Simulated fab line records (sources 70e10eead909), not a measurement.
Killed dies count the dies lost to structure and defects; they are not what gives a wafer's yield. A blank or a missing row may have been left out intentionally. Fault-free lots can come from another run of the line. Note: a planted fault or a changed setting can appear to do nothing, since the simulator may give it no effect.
Which tool was responsible? | flow nandHarc | 23 lots with 69 wafers sampled at 6 steps, on a route of 1159 steps

## WHAT THE GAUGES READ, wafer by wafer
The record lacks any reading of a measuring or inspecting step that a usual standard deviation could be used to judge.

## TOOL THAT RAN EACH LOT (tool first, then ch and the chambers of the sampled wafers, then the start)
lot  | NHARC_A_STAIRCASE_ETCH_17                    | NHARC_A_STAIRCASE_TRIM_20         | NHARC_A_STAIRCASE_ETCH_21                    | NHARC_A_STAIRCASE_TRIM_189                   | NHARC_A_STAIRCASE_ETCH_192                   | NHARC_A_STAIRCASE_STRIP_205
L075 | rieDiel-13 ch 1,2,3, day 11 05:17 or earlier | rieDiel-04 ch 0,1,3, day 11 05:17 | rieDiel-04 ch 0,1,2, day 11 10:17 or earlier | rieDiel-13 ch 0,3, day 11 10:17 or earlier   | rieDiel-13 ch 0,1,2, day 11 10:17 or earlier | plasmaAsher-01 ch 1, day 11 10:17
L074 | rieDiel-13 ch 0,2,3, day 11 05:26 or earlier | rieDiel-08 ch 0,1,3, day 11 05:26 | rieDiel-08 ch 0,1,3, day 11 11:21 or earlier | rieDiel-13 ch 1,2,3, day 11 11:21 or earlier | rieDiel-13 ch 0,1,3, day 11 11:21 or earlier | plasmaAsher-02 ch 0,1, day 11 11:21
L076 | rieDiel-04 ch 0,2, day 11 14:43 or earlier   | rieDiel-04 ch 1,3, day 11 14:43   | rieDiel-04 ch 0,1,2, day 11 19:39 or earlier | rieDiel-13 ch 0,3, day 11 19:39 or earlier   | rieDiel-13 ch 2,3, day 11 19:39 or earlier   | plasmaAsher-01 ch 0,1, day 11 19:39
L077 | rieDiel-08 ch 1,3, day 11 15:28 or earlier   | rieDiel-08 ch 1,3, day 11 15:28   | rieDiel-08 ch 1,3, day 11 21:12 or earlier   | rieDiel-08 ch 0,1,3, day 11 21:12 or earlier | rieDiel-08 ch 0,1,3, day 11 21:12 or earlier | plasmaAsher-02 ch 0,1, day 11 21:12
L081 | rieDiel-04 ch 0,1, day 12 11:11 or earlier   | rieDiel-04 ch 2,3, day 12 11:11   | rieDiel-04 ch 1,2,3, day 12 17:06 or earlier | rieDiel-04 ch 0,2, day 12 17:06 or earlier   | rieDiel-04 ch 0,2, day 12 17:06 or earlier   | plasmaAsher-02 ch 0,1, day 12 17:06
L080 | rieDiel-08 ch 0,1, day 12 11:51 or earlier   | rieDiel-08 ch 0,1,3, day 12 11:51 | rieDiel-08 ch 1,3, day 12 21:52 or earlier   | rieDiel-08 ch 0,3, day 12 21:52 or earlier   | rieDiel-08 ch 0,1, day 12 21:52 or earlier   | plasmaAsher-01 ch 0,1, day 12 21:52
L084 | rieDiel-04 ch 1,2, day 12 16:02 or earlier   | rieDiel-08 ch 0,1,3, day 12 16:02 | rieDiel-08 ch 1,3, day 13 03:09 or earlier   | rieDiel-04 ch 0,1,2, day 13 03:09 or earlier | rieDiel-04 ch 1,2, day 13 03:09 or earlier   | plasmaAsher-02 ch 0,1, day 13 03:09
L082 | rieDiel-04 ch 0,2, day 12 16:26 or earlier   | rieDiel-08 ch 0,1,3, day 12 16:26 | rieDiel-08 ch 0,1,3, day 13 03:25 or earlier | rieDiel-13 ch 0,2, day 13 03:25 or earlier   | rieDiel-13 ch 2,3, day 13 03:25 or earlier   | plasmaAsher-01 ch 0,1, day 13 03:25
L083 | rieDiel-04 ch 0,1,3, day 13 00:46 or earlier | rieDiel-08 ch 1,3, day 13 00:46   | rieDiel-08 ch 0,3, day 13 08:43 or earlier   | rieDiel-08 ch 0,1,3, day 13 08:43 or earlier | rieDiel-08 ch 0,1, day 13 08:43 or earlier   | plasmaAsher-02 ch 1, day 13 08:43
L079 | rieDiel-08 ch 0,1, day 13 02:00 or earlier   | rieDiel-08 ch 0,1,3, day 13 02:00 | rieDiel-08 ch 0,1,3, day 13 09:04 or earlier | rieDiel-13 ch 1,2, day 13 09:04 or earlier   | rieDiel-13 ch 1,2,3, day 13 09:04 or earlier | plasmaAsher-01 ch 0,1, day 13 09:04
L086 | rieDiel-04 ch 0,1,2, day 13 17:14 or earlier | rieDiel-13 ch 0,1,2, day 13 17:14 | rieDiel-13 ch 1,2,3, day 14 02:19 or earlier | rieDiel-04 ch 0,1,2, day 14 02:19 or earlier | rieDiel-04 ch 0,1,2, day 14 02:19 or earlier | plasmaAsher-01 ch 0,1, day 14 02:19
L088 | rieDiel-13 ch 0,1,2, day 13 17:35 or earlier | rieDiel-13 ch 1,2,3, day 13 17:35 | rieDiel-13 ch 0,1,2, day 13 23:41 or earlier | rieDiel-13 ch 0,1,3, day 13 23:41 or earlier | rieDiel-13 ch 1,2,3, day 13 23:41 or earlier | plasmaAsher-02 ch 0,1, day 13 23:41
L087 | rieDiel-08 ch 0,3, day 14 01:13 or earlier   | rieDiel-08 ch 0,1,3, day 14 01:13 | rieDiel-08 ch 0,3, day 14 07:44 or earlier   | rieDiel-13 ch 0,1,2, day 14 07:44 or earlier | rieDiel-13 ch 0,1,2, day 14 07:44 or earlier | plasmaAsher-01 ch 0,1, day 14 07:44
L085 | rieDiel-08 ch 0,1,3, day 14 01:37 or earlier | rieDiel-13 ch 1,3, day 14 01:37   | rieDiel-13 ch 1,3, day 14 08:15 or earlier   | rieDiel-08 ch 0,1, day 14 08:15 or earlier   | rieDiel-08 ch 1,3, day 14 08:15 or earlier   | plasmaAsher-02 ch 0,1, day 14 08:15
L089 | rieDiel-13 ch 1,2,3, day 14 15:16 or earlier | rieDiel-08 ch 1,3, day 14 15:16   | rieDiel-08 ch 0,3, day 14 21:29 or earlier   | rieDiel-04 ch 1,2,3, day 14 21:29 or earlier | rieDiel-04 ch 1,2, day 14 21:29 or earlier   | plasmaAsher-01 ch 0,1, day 14 21:29
L091 | rieDiel-13 ch 0,3, day 14 20:17 or earlier   | rieDiel-04 ch 0,1,2, day 14 20:17 | rieDiel-04 ch 1,3, day 15 01:19 or earlier   | rieDiel-13 ch 2,3, day 15 01:19 or earlier   | rieDiel-13 ch 1,3, day 15 01:19 or earlier   | plasmaAsher-02 ch 0,1, day 15 01:19
L090 | rieDiel-13 ch 0,1,2, day 14 22:05 or earlier | rieDiel-08 ch 0,2, day 14 22:05   | rieDiel-08 ch 0,1,2, day 15 03:22 or earlier | rieDiel-13 ch 0,1,2, day 15 03:22 or earlier | rieDiel-13 ch 2,3, day 15 03:22 or earlier   | plasmaAsher-01 ch 1, day 15 03:22
L093 | rieDiel-13 ch 0,1,2, day 15 04:47 or earlier | rieDiel-08 ch 0,2,3, day 15 04:47 | rieDiel-08 ch 0,2,3, day 15 09:39 or earlier | rieDiel-13 ch 0,2,3, day 15 09:39 or earlier | rieDiel-13 ch 1,2,3, day 15 09:39 or earlier | plasmaAsher-02 ch 0,1, day 15 09:39
L092 | rieDiel-13 ch 1,3, day 15 05:22 or earlier   | rieDiel-04 ch 0,2,3, day 15 05:22 | rieDiel-04 ch 2,3, day 15 10:20 or earlier   | rieDiel-04 ch 0,1,2, day 15 10:20 or earlier | rieDiel-04 ch 1,2, day 15 10:20 or earlier   | plasmaAsher-02 ch 0,1, day 15 10:20
L094 | rieDiel-04 ch 1,2,3, day 15 15:22 or earlier | rieDiel-04 ch 0,2, day 15 15:22   | rieDiel-04 ch 0,2,3, day 15 20:38 or earlier | rieDiel-13 ch 1,3, day 15 20:38 or earlier   | rieDiel-13 ch 0,3, day 15 20:38 or earlier   | plasmaAsher-01 ch 0,1, day 15 20:38
L095 | rieDiel-08 ch 0,1,3, day 15 16:14 or earlier | rieDiel-13 ch 0,1, day 15 16:14   | rieDiel-13 ch 2,3, day 15 21:24 or earlier   | rieDiel-08 ch 2,3, day 15 21:24 or earlier   | rieDiel-08 ch 1,2,3, day 15 21:24 or earlier | plasmaAsher-02 ch 0,1, day 15 21:24
L096 | rieDiel-08 ch 0,2,3, day 16 13:32 or earlier | rieDiel-13 ch 0,2,3, day 16 13:32 | rieDiel-13 ch 0,1,2, day 16 18:16 or earlier | rieDiel-08 ch 0,2,3, day 16 18:16 or earlier | rieDiel-08 ch 0,1,2, day 16 18:16 or earlier | plasmaAsher-01 ch 0,1, day 16 18:16
L097 | rieDiel-08 ch 0,1,3, day 17 01:01 or earlier | rieDiel-04 ch 2,3, day 17 01:01   | rieDiel-04 ch 1,2, day 17 07:19 or earlier   | rieDiel-04 ch 1,2, day 17 07:19 or earlier   | rieDiel-04 ch 1,3, day 17 07:19 or earlier   | plasmaAsher-01 ch 0,1, day 17 07:19
- NHARC_A_STAIRCASE_ETCH_17: etches the open film in C4F8/O2, target depth 100 nm, time 40.5 s.
- NHARC_A_STAIRCASE_TRIM_20: chemistry O2, time 211.2 s.
- NHARC_A_STAIRCASE_ETCH_21: etches the open film in C4F8/O2, target depth 100 nm, time 40.5 s.
- NHARC_A_STAIRCASE_TRIM_189: chemistry O2, time 211.2 s.
- NHARC_A_STAIRCASE_ETCH_192: etches the open film in C4F8/O2, target depth 100 nm, time 40.5 s.
- NHARC_A_STAIRCASE_STRIP_205: strips in O2.

## WHAT THE TOOLS THEMSELVES READ (means of the sampled wafers that have a number; where no wafer has one, the mark that the record gives instead)
NHARC_A_STAIRCASE_ETCH_17. Usual: chamberPressureMTorr 24.998 mTorr, standard deviation 0.025; oesProductAu 0.937 a.u., standard deviation 0.011; rfVppV 895 V, standard deviation 4.4.
lot  | tool       | chamberPressureMTorr (mTorr) | oesProductAu (a.u.) | rfVppV (V) | flag
L075 | rieDiel-13 | 25.012                       | 0.933               | 895        | 
L074 | rieDiel-13 | 25.007                       | 0.938               | 895        | 
L076 | rieDiel-04 | 25.005                       | 0.943               | 893        | 
L077 | rieDiel-08 | 24.986                       | 0.934               | 892        | 
L081 | rieDiel-04 | 25.009                       | 0.925               | 900        | 
L080 | rieDiel-08 | 25.010                       | 0.938               | 891        | 
L084 | rieDiel-04 | 25.024                       | 0.938               | 898        | 
L082 | rieDiel-04 | 25.015                       | 0.924               | 895        | 
L083 | rieDiel-04 | 25.011                       | 0.924               | 901        | 
L079 | rieDiel-08 | 24.991                       | 0.914               | 894        | 
L086 | rieDiel-04 | 24.993                       | 0.938               | 896        | 
L088 | rieDiel-13 | 25.002                       | 0.940               | 895        | 
L087 | rieDiel-08 | 24.981                       | 0.935               | 896        | 
L085 | rieDiel-08 | 25.010                       | 0.939               | 893        | 
L089 | rieDiel-13 | 25.010                       | 0.941               | 896        | 
L091 | rieDiel-13 | 24.974                       | 0.938               | 892        | 
L090 | rieDiel-13 | 24.987                       | 0.947               | 895        | 
L093 | rieDiel-13 | 24.993                       | 0.941               | 895        | 
L092 | rieDiel-13 | 24.992                       | 0.934               | 893        | 
L094 | rieDiel-04 | 24.984                       | 0.930               | 897        | 
L095 | rieDiel-08 | 24.995                       | 0.946               | 893        | 
L096 | rieDiel-08 | 25.016                       | 0.942               | 896        | 
L097 | rieDiel-08 | 24.995                       | 0.926               | 893        | 

NHARC_A_STAIRCASE_TRIM_20. Usual: chamberPressureMTorr 59.99 mTorr, standard deviation 0.051; drypumpMotorCurrentA 5.9 A, standard deviation 0.35; oesProductAu 0.997 a.u., standard deviation 0.0094; rfVppV 57.6 V, standard deviation 0.85; showerheadPlenumPTorr 3.50 Torr, standard deviation 0.12; throttleValvePct 17.036 %, standard deviation 0.0092.
lot  | tool       | chamberPressureMTorr (mTorr) | drypumpMotorCurrentA (A) | oesProductAu (a.u.) | rfVppV (V) | showerheadPlenumPTorr (Torr) | throttleValvePct (%) | flag
L075 | rieDiel-04 | 59.99                        | 5.9                      | 0.995               | 57.1       | 3.65                         | 17.042               | 
L074 | rieDiel-08 | 60.00                        | 6.1                      | 0.985               | 57.9       | 3.47                         | 17.034               | 
L076 | rieDiel-04 | 60.00                        | 5.9                      | 0.990               | 58.7       | 3.68                         | 17.037               | 
L077 | rieDiel-08 | 59.96                        | 6.0                      | 0.989               | 58.0       | 3.44                         | 17.036               | 
L081 | rieDiel-04 | 59.96                        | 5.9                      | 0.989               | 57.3       | 3.57                         | 17.042               | 
L080 | rieDiel-08 | 59.93                        | 6.1                      | 0.992               | 56.8       | 3.46                         | 17.032               | 
L084 | rieDiel-08 | 59.97                        | 6.1                      | 0.994               | 57.1       | 3.46                         | 17.031               | 
L082 | rieDiel-08 | 60.01                        | 6.1                      | 0.986               | 57.2       | 3.46                         | 17.041               | 
L083 | rieDiel-08 | 60.04                        | 6.0                      | 0.997               | 57.6       | 3.43                         | 17.042               | 
L079 | rieDiel-08 | 59.98                        | 6.1                      | 0.992               | 57.7       | 3.46                         | 17.044               | 
L086 | rieDiel-13 | 60.04                        | 5.5                      | 1.002               | 57.8       | 3.49                         | 17.031               | 
L088 | rieDiel-13 | 60.01                        | 5.5                      | 1.007               | 57.6       | 3.52                         | 17.037               | 
L087 | rieDiel-08 | 60.02                        | 6.1                      | 0.999               | 57.6       | 3.45                         | 17.035               | 
L085 | rieDiel-13 | 59.93                        | 5.5                      | 1.007               | 57.3       | 3.44                         | 17.035               | 
L089 | rieDiel-08 | 60.02                        | 6.1                      | 1.014               | 56.6       | 3.38                         | 17.040               | 
L091 | rieDiel-04 | 60.03                        | 5.7                      | 0.992               | 57.8       | 3.54                         | 17.035               | 
L090 | rieDiel-08 | 60.02                        | 6.0                      | 1.002               | 57.7       | 3.57                         | 17.033               | 
L093 | rieDiel-08 | 60.05                        | 5.9                      | 1.002               | 57.4       | 3.54                         | 17.028               | 
L092 | rieDiel-04 | 60.01                        | 5.9                      | 0.996               | 57.8       | 3.52                         | 17.042               | 
L094 | rieDiel-04 | 59.97                        | 5.6                      | 0.988               | 57.7       | 3.42                         | 17.032               | 
L095 | rieDiel-13 | 60.02                        | 5.3                      | 1.007               | 57.4       | 3.42                         | 17.035               | 
L096 | rieDiel-13 | 59.95                        | 5.6                      | 0.999               | 56.4       | 3.47                         | 17.036               | 
L097 | rieDiel-04 | 60.00                        | 5.6                      | 1.000               | 57.7       | 3.45                         | 17.029               | 

NHARC_A_STAIRCASE_ETCH_21. Usual: chamberPressureMTorr 25.002 mTorr, standard deviation 0.02; oesProductAu 0.945 a.u., standard deviation 0.02; rfVppV 895 V, standard deviation 4.5.
lot  | tool       | chamberPressureMTorr (mTorr) | oesProductAu (a.u.) | rfVppV (V) | flag
L075 | rieDiel-04 | 24.999                       | 0.934               | 896        | 
L074 | rieDiel-08 | 25.020                       | 0.945               | 894        | 
L076 | rieDiel-04 | 25.024                       | 0.936               | 897        | 
L077 | rieDiel-08 | 24.981                       | 0.937               | 891        | 
L081 | rieDiel-04 | 24.991                       | 0.944               | 898        | 
L080 | rieDiel-08 | 24.995                       | 0.930               | 892        | 
L084 | rieDiel-08 | 24.996                       | 0.925               | 891        | 
L082 | rieDiel-08 | 24.998                       | 0.923               | 894        | 
L083 | rieDiel-08 | 24.999                       | 0.919               | 896        | 
L079 | rieDiel-08 | 25.021                       | 0.922               | 893        | 
L086 | rieDiel-13 | 25.001                       | 0.956               | 896        | 
L088 | rieDiel-13 | 24.986                       | 0.939               | 894        | 
L087 | rieDiel-08 | 25.004                       | 0.936               | 896        | 
L085 | rieDiel-13 | 24.999                       | 0.944               | 894        | 
L089 | rieDiel-08 | 25.026                       | 0.954               | 895        | 
L091 | rieDiel-04 | 24.986                       | 0.947               | 902        | 
L090 | rieDiel-08 | 25.025                       | 0.980               | 894        | 
L093 | rieDiel-08 | 24.998                       | 0.976               | 898        | 
L092 | rieDiel-04 | 25.011                       | 0.951               | 897        | 
L094 | rieDiel-04 | 24.994                       | 0.926               | 895        | 
L095 | rieDiel-13 | 25.016                       | 0.981               | 898        | 
L096 | rieDiel-13 | 24.991                       | 0.957               | 894        | 
L097 | rieDiel-04 | 25.012                       | 0.968               | 893        | 

NHARC_A_STAIRCASE_TRIM_189. Usual: chamberPressureMTorr 60.00 mTorr, standard deviation 0.057; drypumpMotorCurrentA 5.7 A, standard deviation 0.36; oesProductAu 0.999 a.u., standard deviation 0.0097; rfVppV 57.6 V, standard deviation 0.92; showerheadPlenumPTorr 3.49 Torr, standard deviation 0.12; throttleValvePct 17.036 %, standard deviation 0.0088.
lot  | tool       | chamberPressureMTorr (mTorr) | drypumpMotorCurrentA (A) | oesProductAu (a.u.) | rfVppV (V) | showerheadPlenumPTorr (Torr) | throttleValvePct (%) | flag
L075 | rieDiel-13 | 60.05                        | 5.6                      | 0.994               | 58.1       | 3.43                         | 17.035               | 
L074 | rieDiel-13 | 60.03                        | 5.5                      | 1.006               | 57.2       | 3.53                         | 17.032               | 
L076 | rieDiel-13 | 60.02                        | 5.6                      | 0.994               | 56.9       | 3.43                         | 17.038               | 
L077 | rieDiel-08 | 59.99                        | 6.1                      | 0.998               | 57.8       | 3.46                         | 17.036               | 
L081 | rieDiel-04 | 60.05                        | 5.6                      | 0.995               | 57.9       | 3.43                         | 17.042               | 
L080 | rieDiel-08 | 60.02                        | 6.0                      | 0.990               | 57.2       | 3.51                         | 17.038               | 
L084 | rieDiel-04 | 60.02                        | 5.7                      | 0.995               | 58.2       | 3.55                         | 17.033               | 
L082 | rieDiel-13 | 59.96                        | 5.5                      | 0.993               | 57.1       | 3.47                         | 17.031               | 
L083 | rieDiel-08 | 60.01                        | 6.1                      | 0.991               | 57.5       | 3.46                         | 17.033               | 
L079 | rieDiel-13 | 59.96                        | 5.5                      | 1.011               | 57.7       | 3.59                         | 17.043               | 
L086 | rieDiel-04 | 59.95                        | 5.7                      | 0.994               | 56.9       | 3.54                         | 17.045               | 
L088 | rieDiel-13 | 60.02                        | 5.4                      | 0.996               | 57.2       | 3.42                         | 17.037               | 
L087 | rieDiel-13 | 60.02                        | 5.5                      | 1.004               | 57.3       | 3.49                         | 17.041               | 
L085 | rieDiel-08 | 59.99                        | 6.3                      | 1.002               | 57.9       | 3.48                         | 17.036               | 
L089 | rieDiel-04 | 59.97                        | 5.7                      | 0.999               | 58.2       | 3.57                         | 17.043               | 
L091 | rieDiel-13 | 60.01                        | 5.6                      | 0.996               | 57.4       | 3.51                         | 17.032               | 
L090 | rieDiel-13 | 59.98                        | 5.4                      | 1.002               | 57.1       | 3.48                         | 17.034               | 
L093 | rieDiel-13 | 60.05                        | 5.6                      | 1.006               | 57.8       | 3.48                         | 17.037               | 
L092 | rieDiel-04 | 60.01                        | 5.7                      | 0.988               | 57.9       | 3.53                         | 17.042               | 
L094 | rieDiel-13 | 60.02                        | 5.3                      | 1.004               | 57.6       | 3.44                         | 17.038               | 
L095 | rieDiel-08 | 60.03                        | 5.7                      | 1.014               | 57.4       | 3.55                         | 17.034               | 
L096 | rieDiel-08 | 60.00                        | 5.9                      | 1.005               | 57.7       | 3.53                         | 17.032               | 
L097 | rieDiel-04 | 59.97                        | 5.4                      | 1.000               | 58.5       | 3.46                         | 17.035               | 

NHARC_A_STAIRCASE_ETCH_192. Usual: chamberPressureMTorr 24.999 mTorr, standard deviation 0.024; oesProductAu 0.938 a.u., standard deviation 0.011; rfVppV 895 V, standard deviation 4.3.
lot  | tool       | chamberPressureMTorr (mTorr) | oesProductAu (a.u.) | rfVppV (V) | flag
L075 | rieDiel-13 | 24.982                       | 0.936               | 895        | 
L074 | rieDiel-13 | 24.977                       | 0.921               | 892        | 
L076 | rieDiel-13 | 24.986                       | 0.954               | 896        | 
L077 | rieDiel-08 | 25.005                       | 0.936               | 893        | 
L081 | rieDiel-04 | 25.002                       | 0.938               | 895        | 
L080 | rieDiel-08 | 24.967                       | 0.931               | 892        | 
L084 | rieDiel-04 | 25.028                       | 0.927               | 894        | 
L082 | rieDiel-13 | 24.988                       | 0.959               | 898        | 
L083 | rieDiel-08 | 24.995                       | 0.923               | 894        | 
L079 | rieDiel-13 | 25.019                       | 0.947               | 896        | 
L086 | rieDiel-04 | 25.019                       | 0.934               | 896        | 
L088 | rieDiel-13 | 25.003                       | 0.945               | 896        | 
L087 | rieDiel-13 | 25.008                       | 0.945               | 894        | 
L085 | rieDiel-08 | 25.012                       | 0.940               | 892        | 
L089 | rieDiel-04 | 25.011                       | 0.933               | 898        | 
L091 | rieDiel-13 | 24.995                       | 0.934               | 893        | 
L090 | rieDiel-13 | 24.992                       | 0.944               | 898        | 
L093 | rieDiel-13 | 24.997                       | 0.944               | 896        | 
L092 | rieDiel-04 | 24.998                       | 0.951               | 897        | 
L094 | rieDiel-13 | 24.998                       | 0.938               | 892        | 
L095 | rieDiel-08 | 24.988                       | 0.941               | 893        | 
L096 | rieDiel-08 | 25.021                       | 0.946               | 895        | 
L097 | rieDiel-04 | 24.993                       | 0.935               | 901        | 

NHARC_A_STAIRCASE_STRIP_205. Usual: drypumpMotorCurrentA 5.43 A, standard deviation 0.1; heaterPowerW 321 W, standard deviation 15.
lot  | tool           | drypumpMotorCurrentA (A) | heaterPowerW (W) | flag
L075 | plasmaAsher-01 | 5.45                     | 333              | 
L074 | plasmaAsher-02 | 5.35                     | 304              | 
L076 | plasmaAsher-01 | 5.47                     | 341              | 
L077 | plasmaAsher-02 | 5.37                     | 302              | 
L081 | plasmaAsher-02 | 5.38                     | 310              | 
L080 | plasmaAsher-01 | 5.50                     | 330              | 
L084 | plasmaAsher-02 | 5.39                     | 306              | 
L082 | plasmaAsher-01 | 5.53                     | 333              | 
L083 | plasmaAsher-02 | 5.40                     | 301              | 
L079 | plasmaAsher-01 | 5.50                     | 330              | 
L086 | plasmaAsher-01 | 5.53                     | 333              | 
L088 | plasmaAsher-02 | 5.37                     | 310              | 
L087 | plasmaAsher-01 | 5.47                     | 333              | 
L085 | plasmaAsher-02 | 5.37                     | 304              | 
L089 | plasmaAsher-01 | 5.46                     | 328              | 
L091 | plasmaAsher-02 | 5.34                     | 307              | 
L090 | plasmaAsher-01 | 5.42                     | 335              | 
L093 | plasmaAsher-02 | 5.37                     | 307              | 
L092 | plasmaAsher-02 | 5.36                     | 305              | 
L094 | plasmaAsher-01 | 5.48                     | 334              | 
L095 | plasmaAsher-02 | 5.33                     | 311              | 
L096 | plasmaAsher-01 | 5.49                     | 336              | 
L097 | plasmaAsher-01 | 5.48                     | 336              | 

## THE ANSWER, worked out from the rows above alone
Rule: take the mean of a lot's wafers that have a number; if it is more than 3 standard deviations from the usual mean, the lot is off. A lot without any number at a reading at which 4 lots or more have one is off too. Where the step has rows for the other lots, those lots are counted as sound. The gauges are gone through in route order, then the tools' own readings, and for those a lot's mean is taken as printed above. The first step at which some lot is off is used, and at that step the reading that is off furthest; a lot without a number counts as furthest.
No lot is off at any reading shown: from this, nothing can be told.

## WHAT THE SIMULATOR HAD PUT IN
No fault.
